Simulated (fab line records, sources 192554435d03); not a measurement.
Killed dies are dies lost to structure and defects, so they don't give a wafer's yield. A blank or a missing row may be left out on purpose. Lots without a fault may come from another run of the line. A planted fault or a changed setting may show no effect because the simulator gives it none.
Chamber matching | flow n5_finfet | N5_BEOL_M11_STRIP_19 on rie_diel-03: 4 sister chambers
The step strips in O2. 16 wafers are shown with their chamber, then 8 later ones without.

WAFERS WITH THEIR CHAMBER
wafer  | chamber | drypump_motor_current_A (A) | throttle_valve_pct (%) | showerhead_plenum_p_Torr (Torr)
L075.1 | 0       | 5.9                         | 16.58                  | 2.03
L075.4 | 2       | 5.9                         | 16.52                  | 2.12
L075.6 | 3       | 4.8                         | 16.77                  | 2.18
L077.3 | 3       | 4.8                         | 16.78                  | 2.18
L077.5 | 3       | 4.8                         | 16.79                  | 2.18
L077.6 | 0       | 5.9                         | 16.61                  | 2.03
L079.2 | 0       | 5.9                         | 16.62                  | 2.02
L079.4 | 3       | 4.8                         | 16.80                  | 2.17
L079.5 | 1       | 5.4                         | 17.14                  | 2.09
L080.1 | 0       | 5.9                         | 16.64                  | 2.02
L080.4 | 1       | 5.3                         | 17.13                  | 2.08
L080.5 | 2       | 6.0                         | 16.55                  | 2.12
L081.1 | 0       | 5.9                         | 16.62                  | 2.02
L081.2 | 2       | 6.0                         | 16.54                  | 2.12
L081.6 | 3       | 4.8                         | 16.81                  | 2.17
L086.3 | 1       | 5.3                         | 17.15                  | 2.08

SIGNATURES (means of the wafers above)
reading                  | chamber 0 | chamber 1 | chamber 2 | chamber 3 | scatter within a chamber
drypump_motor_current_A  | 5.900     | 5.333     | 5.967     | 4.800     | 0.0333
throttle_valve_pct       | 16.6140   | 17.1400   | 16.5367   | 16.7900   | 0.0173
showerhead_plenum_p_Torr | 2.0240    | 2.0833    | 2.1200    | 2.1760    | 0.00506
Rule: a wafer's distance from a chamber is the root of the sum, over the readings, of the square of ((its reading less the chamber's mean) divided by the reading's scatter). The wafer belongs to the nearest chamber; if the next one is less than 2 further off, it can't be placed. The scatter: the root of (the sum of the squares of (reading less its chamber's mean) over the shown wafers, divided by (wafers less chambers)).

WAFERS WITHOUT THEIR CHAMBER
wafer  | drypump_motor_current_A (A) | throttle_valve_pct (%) | showerhead_plenum_p_Torr (Torr)
L086.4 | 5.9                         | 16.56                  | 2.12
L086.6 | 4.8                         | 16.81                  | 2.17
L096.3 | 6.0                         | 16.60                  | 2.11
L096.5 | 5.9                         | 16.67                  | 2.01
L096.6 | 5.4                         | 17.18                  | 2.08
L097.1 | 4.9                         | 16.85                  | 2.16
L097.3 | 5.9                         | 16.68                  | 2.01
L097.4 | 5.9                         | 16.60                  | 2.11

WHICH CHAMBER EACH WENT THROUGH
wafer  | from the rows above | in truth
L086.4 | 2                   | 2
L086.6 | 3                   | 3
L096.3 | 2                   | 2
L096.5 | 0                   | 0
L096.6 | 1                   | 1
L097.1 | 3                   | 3
L097.3 | 0                   | 0
L097.4 | 2                   | 2
Placed correctly: 8 of 8. Can't be placed from these rows: 0. Placed wrongly: 0.
